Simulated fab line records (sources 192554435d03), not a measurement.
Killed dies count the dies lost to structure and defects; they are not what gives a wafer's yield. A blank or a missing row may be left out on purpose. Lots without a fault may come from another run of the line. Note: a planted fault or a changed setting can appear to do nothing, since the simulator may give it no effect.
Matching of chambers + flow n5Finfet + N5_DUMMY_GATE_ETCH_37 on rieDiel-01 has 4 sister chambers
The step etches SOC in N2/H2, target depth 60 nm, overetch 30 nm. 14 wafers are shown with their chamber, then 7 later ones without.

## WAFERS WITH THEIR CHAMBER
| wafer  | chamber | drypumpMotorCurrentA (A) | showerheadPlenumPTorr (Torr) | rfVppV (V) |
|--------|---------|--------------------------|------------------------------|------------|
| L074.1 | 0       | 5.5                      | 2.49                         | 524.3      |
| L074.4 | 2       | 5.3                      | 2.47                         | 523.0      |
| L074.6 | 1       | 5.4                      | 2.50                         | 521.8      |
| L077.2 | 2       | 5.3                      | 2.46                         | 524.3      |
| L077.4 | 3       | 6.0                      | 2.59                         | 526.5      |
| L077.6 | 2       | 5.3                      | 2.46                         | 523.3      |
| L079.1 | 3       | 6.1                      | 2.59                         | 527.4      |
| L079.5 | 3       | 6.1                      | 2.59                         | 524.3      |
| L079.6 | 0       | 5.5                      | 2.48                         | 521.9      |
| L085.1 | 0       | 5.5                      | 2.48                         | 519.5      |
| L085.3 | 3       | 6.0                      | 2.59                         | 525.8      |
| L085.5 | 1       | 5.4                      | 2.49                         | 522.5      |
| L086.1 | 3       | 6.0                      | 2.59                         | 525.2      |
| L086.3 | 1       | 5.4                      | 2.49                         | 521.2      |

SIGNATURES (means of the wafers above)
| reading               | chamber 0 | chamber 1 | chamber 2 | chamber 3 | scatter within a chamber |
|-----------------------|-----------|-----------|-----------|-----------|--------------------------|
| drypumpMotorCurrentA  | 5.500     | 5.400     | 5.300     | 6.040     | 0.0346                   |
| showerheadPlenumPTorr | 2.4833    | 2.4933    | 2.4633    | 2.5900    | 0.00447                  |
| rfVppV                | 521.900   | 521.833   | 523.533   | 525.840   | 1.38                     |
Rule: distance of a wafer from a chamber = root of the sum over the readings of ((wafer's reading minus chamber's mean) / reading's scatter) squared. If the next closest chamber is less than 2 further off than the closest, the wafer can't be placed; otherwise it belongs to the closest. The scatter: take each reading less its chamber's mean, square it, sum over the shown wafers, divide by the number of wafers less the number of chambers, and take the root.

## WAFERS WHOSE CHAMBER IS MISSING
| wafer  | drypumpMotorCurrentA (A) | showerheadPlenumPTorr (Torr) | rfVppV (V) |
|--------|--------------------------|------------------------------|------------|
| L086.6 | 5.4                      | 2.49                         | 522.6      |
| L087.2 | 5.5                      | 2.48                         | 523.6      |
| L087.5 | 6.1                      | 2.59                         | 525.3      |
| L087.6 | 5.4                      | 2.49                         | 522.1      |
| L092.1 | 5.3                      | 2.46                         | 523.0      |
| L092.2 | 5.5                      | 2.47                         | 522.4      |
| L092.5 | 5.5                      | 2.47                         | 522.2      |

## WHICH CHAMBER EACH WENT THROUGH
| wafer  | from the rows above | in truth |
|--------|---------------------|----------|
| L086.6 | 1                   | 1        |
| L087.2 | 0                   | 0        |
| L087.5 | 3                   | 3        |
| L087.6 | 1                   | 1        |
| L092.1 | 2                   | 2        |
| L092.2 | 0                   | 0        |
| L092.5 | 0                   | 0        |
Correctly placed: 7 of 7. From these rows, 0 cannot be placed. Wrongly placed: 0.
